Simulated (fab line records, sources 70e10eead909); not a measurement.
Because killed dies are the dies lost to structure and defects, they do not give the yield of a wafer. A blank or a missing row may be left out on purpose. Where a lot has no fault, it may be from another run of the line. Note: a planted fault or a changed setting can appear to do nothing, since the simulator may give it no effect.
Which of the tools did it? -- flow nandHarc -- 13 lots, 39 wafers sampled, at 5 steps of a route of 1302

WHAT THE GAUGES READ, wafer by wafer
NHARC_A_ONON_D1_THK_MEAS_34: measures by ellipsometry.
lot,measured,on,thkNm (nm)
L105,day 8 01:22,filmMetro-02,196.1 196.8 199.1
L106,day 8 20:31,filmMetro-02,196.9 199.0 202.0
L107,day 9 06:11,filmMetro-02,199.8 202.3 201.2
L109,day 9 20:04,filmMetro-02,198.7 199.0 205.8
L112,day 10 23:17,filmMetro-01,197.0 201.9 200.6
L115,day 12 09:53,filmMetro-01,200.1 201.2 203.8
L116,day 13 00:50,filmMetro-02,198.4 204.3 200.6
L120,day 14 10:14,filmMetro-02,203.5 200.9 205.8
L119,day 14 10:17,filmMetro-01,198.6 200.2 202.1
L126,day 16 22:10,filmMetro-01,200.4 201.6 199.2
L125,day 17 10:55,filmMetro-01,198.5 201.5 199.5
L128,day 17 17:59,filmMetro-01,201.1 198.9 201.4
L127,day 17 18:00,filmMetro-02,198.6 205.1 205.1

NHARC_A_CHANNEL_HOLE_D1_INSPECT_12.
lot,measured,on,rawDefectCount
L105,day 8 10:43,defectInspect-01,6 13 7
L106,day 9 02:04,defectInspect-01,8 7 2
L107,day 9 11:07,defectInspect-01,4 2 9
L109,day 9 23:14,defectInspect-01,7 3 8
L112,day 11 02:13,defectInspect-01,14 11 6
L115,day 12 13:10,defectInspect-02,10 7 6
L116,day 13 03:58,defectInspect-02,3 7 6
L120,day 14 16:28,defectInspect-01,11 6 5
L119,day 14 18:17,defectInspect-02,5 4 5
L126,day 17 01:02,defectInspect-02,6 4 8
L125,day 17 18:13,defectInspect-01,5 4 5
L128,day 18 01:28,defectInspect-02,3 4 4
L127,day 18 02:14,defectInspect-02,2 8 6

NHARC_END_SORT_01.
lot,measured,on,killedAtArray,killedAtOther,killedAtPeriphery,killedDies,killedOpen,killedShort
L120,day 30 02:01,prober-02,672 674 674,0 0 0,5 3 3,677 677 677,5 4 5,4 0 6
L119,day 30 02:50,prober-01,675 673 671,1 1 5,1 3 1,677 677 677,3 2 3,1 2 2
L125,day 33 05:26,prober-02,667 673 673,0 1 0,10 3 4,677 677 677,1 6 2,2 3 3

WHICH TOOL RAN EACH LOT (tool, then ch and the chambers of the sampled wafers, then the start)
lot,NHARC_A_CHANNEL_HOLE_D1_DEP_00,NHARC_A_CHANNEL_HOLE_D1_ETCH_38
L105,"aclDep-01 ch 0, day 8 08:15","rieDiel-02 ch 0,1, day 8 10:52"
L106,"aclDep-02 ch 0, day 8 23:13","rieDiel-06 ch 0,1,2, day 9 02:13"
L107,"aclDep-02 ch 0, day 9 09:26","rieDiel-06 ch 1,2, day 9 11:16"
L109,"aclDep-02 ch 0, day 9 20:29","rieDiel-04 ch 0,2,3, day 9 23:24"
L112,"aclDep-03 ch 0, day 10 23:26","rieDiel-06 ch 1,3, day 11 02:24"
L115,"aclDep-02 ch 0, day 12 10:43","rieDiel-02 ch 0,1,2, day 12 13:20"
L116,"aclDep-02 ch 0, day 13 01:48","rieDiel-06 ch 0,2, day 13 04:07"
L120,"aclDep-01 ch 0, day 14 10:33 and aclDep-02 ch 0, day 14 13:43","rieDiel-06 ch 0,1,2, day 14 16:49"
L119,"aclDep-02 ch 0, day 14 12:09","rieDiel-06 ch 1,2,3, day 14 18:28"
L126,"aclDep-03 ch 0, day 16 22:18","rieDiel-06 ch 0,1,3, day 17 01:11"
L125,"aclDep-02 ch 0, day 17 12:39 and aclDep-01 ch 0, day 17 15:25","rieDiel-06 ch 1,2,3, day 17 18:22"
L128,"aclDep-01 ch 0, day 17 23:01","rieDiel-06 ch 0,3, day 18 01:37"
L127,"aclDep-02 ch 0, day 17 23:46","rieDiel-04 ch 0,2,3, day 18 02:24"
- NHARC_A_CHANNEL_HOLE_D1_DEP_00: deposits aC, target thk 3100 nm.
- NHARC_A_CHANNEL_HOLE_D1_ETCH_38: etches the open film in CF4, target depth 39 nm, time 65 s.

AS READ BY THE TOOLS THEMSELVES (means over the sampled wafers that have a number; for cases with no such wafer, the mark the record gives instead)
NHARC_A_CHANNEL_HOLE_D1_DEP_00.
lot,tool,throttleValvePct (%)
L105,aclDep-01,35.002
L106,aclDep-02,34.992
L107,aclDep-02,35.003
L109,aclDep-02,35.001
L112,aclDep-03,35.002
L115,aclDep-02,34.996
L116,aclDep-02,35.008
L120,aclDep-01/aclDep-02,35.002
L119,aclDep-02,35.002
L126,aclDep-03,35.002
L125,aclDep-02/aclDep-01,34.995
L128,aclDep-01,35.004
L127,aclDep-02,34.994

NHARC_A_CHANNEL_HOLE_D1_ETCH_38.
lot,tool,chamberPressureMTorr (mTorr),drypumpMotorCurrentA (A),oesProductAu (a.u.),rfVppV (V),showerheadPlenumPTorr (Torr),throttleValvePct (%)
L105,rieDiel-02,49.99,5.7,1.000,151.6,1.83,13.276
L106,rieDiel-06,49.99,5.7,1.008,150.7,1.71,13.289
L107,rieDiel-06,49.97,5.4,0.997,150.1,1.70,13.286
L109,rieDiel-04,50.02,5.5,1.001,151.3,1.81,13.289
L112,rieDiel-06,49.99,6.0,0.999,151.2,1.75,13.277
L115,rieDiel-02,50.05,5.8,1.001,151.9,1.76,13.275
L116,rieDiel-06,49.96,5.8,1.010,149.8,1.68,13.276
L120,rieDiel-06,49.93,5.7,1.009,151.0,1.71,13.283
L119,rieDiel-06,49.99,5.7,1.009,151.5,1.72,13.289
L126,rieDiel-06,49.95,6.0,1.002,151.3,1.74,13.290
L125,rieDiel-06,49.98,5.7,0.998,150.2,1.72,13.276
L128,rieDiel-06,49.99,6.2,1.004,150.5,1.70,13.282
L127,rieDiel-04,49.98,5.5,1.008,151.6,1.79,13.279

THE ANSWER, worked out from the rows above alone
Rule: the usual values come from the lots themselves. Put in order of their means at a reading, lots are off if they are a third of the lots or fewer, leave a main group of 4 or more, and stand apart from it by a gap of 3 or more times the standard deviation of the main group's means; of several such gaps the widest counts. A main group whose means are all the same, to the digits that the tables above print for the reading, isn't used. Also off: a lot with no number at a reading for which 4 or more lots have one. Where the step has rows for the other lots, those lots are counted as sound. After the gauges, taken in route order, come the tools' own readings; for these a lot's mean is taken, as printed above. The first step at which some lot is off is used, and at that step the reading that is off furthest; a lot without a number counts as furthest.
Nothing can be told from this: no lot is off at any reading shown.

WHAT HAD BEEN PUT IN BY THE SIMULATOR
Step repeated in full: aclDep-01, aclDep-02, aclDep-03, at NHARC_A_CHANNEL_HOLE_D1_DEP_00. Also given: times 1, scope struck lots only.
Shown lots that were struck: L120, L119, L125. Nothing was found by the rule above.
